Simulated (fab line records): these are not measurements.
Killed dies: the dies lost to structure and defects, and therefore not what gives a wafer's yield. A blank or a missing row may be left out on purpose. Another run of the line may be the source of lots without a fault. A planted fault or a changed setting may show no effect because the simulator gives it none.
Which tool was responsible?    flow n5Finfet    Sampling: 9 lots, 27 wafers, 5 of 1938 route steps

## WHAT EACH GAUGE READ, for each wafer
N5_BEOL_M4_RC_MEAS_101.
lot   measured      on         DIBL_N (mV/V)
L453  day 8 07:15   prober-02  36.1 36.0 36.9
L455  day 8 18:02   prober-02  34.3 35.6 35.1
L457  day 9 09:04   prober-02  36.3 36.1 38.2
L464  day 11 06:13  prober-01  34.2 34.6 36.7
L465  day 11 10:46  prober-01  36.6 36.2 33.7
L466  day 11 15:33  prober-01  37.8 34.7 35.8
L467  day 11 13:50  prober-02  37.1 35.9 36.5
L468  day 11 19:40  prober-01  35.4 33.9 32.9
L471  day 12 17:00  prober-01  36.2 35.7 38.9

## WHICH TOOL RAN EACH LOT (tool, then ch and the chambers of the sampled wafers, then the start)
lot   N5_HKMG_FIN_DESCUM_17             N5_HKMG_FIN_STRIP_69                N5_HKMG_FIN_ALD_72           N5_GATE_CUT_VAPOR_ETCH_60
L453  rieDiel-01 ch 1,2,3, day 4 07:05  plasmaAsher-02 ch 0,1, day 4 10:11  cvdW-01 ch 0,1, day 4 10:55  rieMetal-02 ch 0,1, day 4 12:05
L455  rieDiel-01 ch 0,1,3, day 4 14:29  plasmaAsher-02 ch 0,1, day 4 17:15  cvdW-01 ch 0,1, day 4 17:59  rieMetal-02 ch 0,1, day 4 19:12
L457  rieDiel-01 ch 0,2,3, day 5 03:33  plasmaAsher-01 ch 0,1, day 5 06:41  cvdW-02 ch 0,1, day 5 07:20  rieMetal-03 ch 0,1, day 5 08:29
L464  rieDiel-02 ch 1,2,3, day 7 02:24  plasmaAsher-01 ch 0,1, day 7 05:18  cvdW-02 ch 0,1, day 7 06:03  rieMetal-03 ch 0,1, day 7 07:12
L465  rieDiel-04 ch 0,1,2, day 7 06:03  plasmaAsher-01 ch 1, day 7 08:48    cvdW-01 ch 0,1, day 7 09:32  rieMetal-01 ch 1, day 7 10:43
L466  rieDiel-02 ch 2,3, day 7 12:34    plasmaAsher-01 ch 0,1, day 7 15:19  cvdW-01 ch 0,1, day 7 16:04  rieMetal-01 ch 0,1, day 7 17:22
L467  rieDiel-02 ch 0,2, day 7 15:03    plasmaAsher-02 ch 0,1, day 7 17:52  cvdW-02 ch 0,1, day 7 18:36  rieMetal-02 ch 0,1, day 7 19:46
L468  rieDiel-02 ch 1,3, day 7 21:55    plasmaAsher-02 ch 0,1, day 8 00:48  cvdW-02 ch 0,1, day 8 01:34  rieMetal-02 ch 1, day 8 02:58
L471  rieDiel-01 ch 1,2,3, day 8 17:46  plasmaAsher-01 ch 0,1, day 8 20:35  cvdW-02 ch 0, day 8 21:21    rieMetal-02 ch 0,1, day 8 22:35
- N5_HKMG_FIN_DESCUM_17: chemistry O2, time 7.9 s.
- N5_HKMG_FIN_STRIP_69: strips in N2/H2, time 360 s.
- N5_HKMG_FIN_ALD_72: deposits W, target thk 2 nm, pulse time 1 s, purge time 2 s.
- N5_GATE_CUT_VAPOR_ETCH_60: etches HfO2 in BCl3/Cl2.

## THE ANSWER, worked out from the rows above alone
Rule: the usual values come from the lots themselves. The widest of any qualifying gaps counts: lots, ordered by their means at a reading, are off when they make up no more than a third of the lots, leave a main group of 4 or more, and stand apart from it by 3 or more times the standard deviation of that group's means. A main group whose means are all the same, to the digits that the tables above print for the reading, isn't used. A lot without any number at a reading at which 4 lots or more have one is off too. The other lots that the step has rows for count as sound.
No lot is off on any of the readings shown, so nothing can be concluded from this.

## WHAT WAS PUT IN BY THE SIMULATOR
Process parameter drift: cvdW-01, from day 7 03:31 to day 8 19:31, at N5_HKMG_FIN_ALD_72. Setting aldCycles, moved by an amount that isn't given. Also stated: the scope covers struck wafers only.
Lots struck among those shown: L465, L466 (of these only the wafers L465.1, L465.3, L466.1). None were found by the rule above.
